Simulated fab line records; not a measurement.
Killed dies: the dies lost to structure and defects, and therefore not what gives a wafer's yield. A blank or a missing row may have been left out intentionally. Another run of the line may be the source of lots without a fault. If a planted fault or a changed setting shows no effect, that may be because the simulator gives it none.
A lot that was struck, set against a sound lot ; flow n5Finfet ; 14 steps out of a route of 1938
Sound: wafers L528.2, L528.3, L528.5. Struck: wafers L538.1, L538.3, L538.6. At the end, the cause is stated.
Order at every step that has rows: each side's tool, ch and its chambers, its first start. Under that, the readings that differ: sound wafers ; struck wafers ; difference of the means ; sigmas: that difference in standard deviations of wafers without a fault.
alike: readings whose means differ by less than 2 such deviations, and words and numbers that are the same on both sides. not compared: withheld readings, readings that some wafer has no value for, bounds like >300 that may hide the same value, and numbers for which the record gives no deviation and whose values overlap.
A row with sigmas, a row that says differs or no value, or rows on one side alone: a step with any of these is where the two part. Non-overlapping numbers with no deviation appear without sigmas and do not part them. A reading missing from all wafers of one side parts the sides only when that side holds two or more wafers.

first, 2 steps without rows for these wafers: N5_DUMMY_REMOVAL_SRD_05 (time 30 s); N5_HKMG_FIN_IL_REGROW_00 (material SiO2, chemistry O3, target thk 0.75 nm, time 30 s).
N5_HKMG_FIN_HK_ALD_01: deposits HfO2, target thk 1.6 nm, pulse time 3 s, purge time 3 s.
  sound on aldHk-03 ch 0,3, day 5 22:32; struck on aldHk-02 ch 0,1,2, day 8 14:37
  alike: precursorPulseHeightRel
N5_HKMG_FIN_HK_ANNEAL_02: time 30 s.
  sound on rtpAnneal-01 ch 0, day 5 22:47; struck on rtpAnneal-02 ch 0, day 8 14:49
reading;sound;struck;difference;sigmas
lampPowerPct (%);8.72 8.78 8.72;8.97 8.88 8.76;+0.13;+2
  alike: wafer_temp_C_max
N5_HKMG_FIN_ALD_74: deposits La2O3, target thk 0.5 nm, pulse time 6 s, co reactant pulse time 1 s.
  sound on aldHk-02 ch 0,2,3, day 5 22:58; struck on aldHk-01 ch 1,3, day 8 15:02
  alike: heaterPowerOuterW, heaterPowerW, precursorPulseHeightRel
N5_HKMG_FIN_ALD_75: deposits Al2O3, target thk 1 nm, co reactant pulse time 1 s.
  sound on aldHk-02 ch 0,2,3, day 5 23:02; struck on aldHk-01 ch 1,3, day 8 15:07
  alike: heaterPowerOuterW, heaterPowerW, precursorPulseHeightRel
then, 6 steps without rows for these wafers: N5_HKMG_FIN_COAT_41 (time 60 s, resist thk 300 nm); N5_HKMG_FIN_COAT_42 (time 60 s, resist thk 35 nm); N5_HKMG_FIN_COAT_43 (resist thk 90 nm); N5_HKMG_FIN_EBR_45; N5_HKMG_FIN_SOFTBAKE_44 (time 60 s); N5_HKMG_FIN_EXPOSE_46 (exposes mask NDIPOLE).
N5_HKMG_FIN_PEB_47: peb time 60 s.
  sound on lithoTrack-01 ch 0, day 5 23:19; struck on lithoTrack-05, day 8 15:31
  no value came back on the struck wafers for chillPlateTempC (C), exhaustPa (Pa), pebTimeS (s); on the sound wafers chillPlateTempC (C) reads 22.94 22.95 23.08
then, 1 step without rows for these wafers: N5_HKMG_FIN_DEVELOP_48 (develop time 30 s).

WHERE THEY PART
Earliest at N5_HKMG_FIN_HK_ANNEAL_02; latest, in this record, at N5_HKMG_FIN_PEB_47.

WHY: whatever the simulator had introduced
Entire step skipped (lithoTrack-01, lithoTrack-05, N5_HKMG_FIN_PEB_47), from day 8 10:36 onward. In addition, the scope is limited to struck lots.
